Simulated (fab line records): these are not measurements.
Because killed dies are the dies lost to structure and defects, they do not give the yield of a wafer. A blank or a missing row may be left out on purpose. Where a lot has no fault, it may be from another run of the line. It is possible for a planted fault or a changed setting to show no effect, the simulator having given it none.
Chamber matching ; flow n5 finfet ; N5_BEOL_M4_CO_CAP_55 on cvd co-01 has 3 sister chambers
The step material Co, precursor CCTBA/H2, target thk 2 nm, time 102.1 s. 3 wafers are shown with their chamber, then 12 later ones without.

== WAFERS WITH THEIR CHAMBER ==
wafer;chamber;heater power w (W)
L092.1;2;197
L092.2;0;251
L092.4;1;241

== WAFERS WITHOUT THEIR CHAMBER ==
wafer;heater power w (W)
L093.1;254
L093.3;196
L093.4;195
L095.2;200
L095.4;261
L095.5;251
L094.1;193
L094.3;256
L094.6;198
L097.1;199
L097.4;244
L097.6;192

== WHICH CHAMBER EACH ONE RAN IN ==
wafer;from the rows above;in truth
L093.1;0;0
L093.3;2;2
L093.4;2;2
L095.2;2;2
L095.4;0;0
L095.5;0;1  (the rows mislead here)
L094.1;2;2
L094.3;0;0
L094.6;2;2
L097.1;2;2
L097.4;can't be placed: 1 or 0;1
L097.6;2;2
Correctly placed: 10 of 12. Cannot be placed on the basis of these rows: 1; the candidates contain the true chamber in 1. Placed wrongly: 1.
How it was worked out, from the rows above alone: a wafer's distance from a chamber is the root of the sum, over the readings, of the square of ((its reading less the chamber's mean) divided by the reading's scatter). The wafer belongs to the nearest chamber; if the next one is less than 2 further off, it can't be placed. Each chamber's mean is taken over the wafers shown for it. The scatter: root of mean squared gap, hidden wafer to nearest shown wafer, with one shown wafer a chamber.
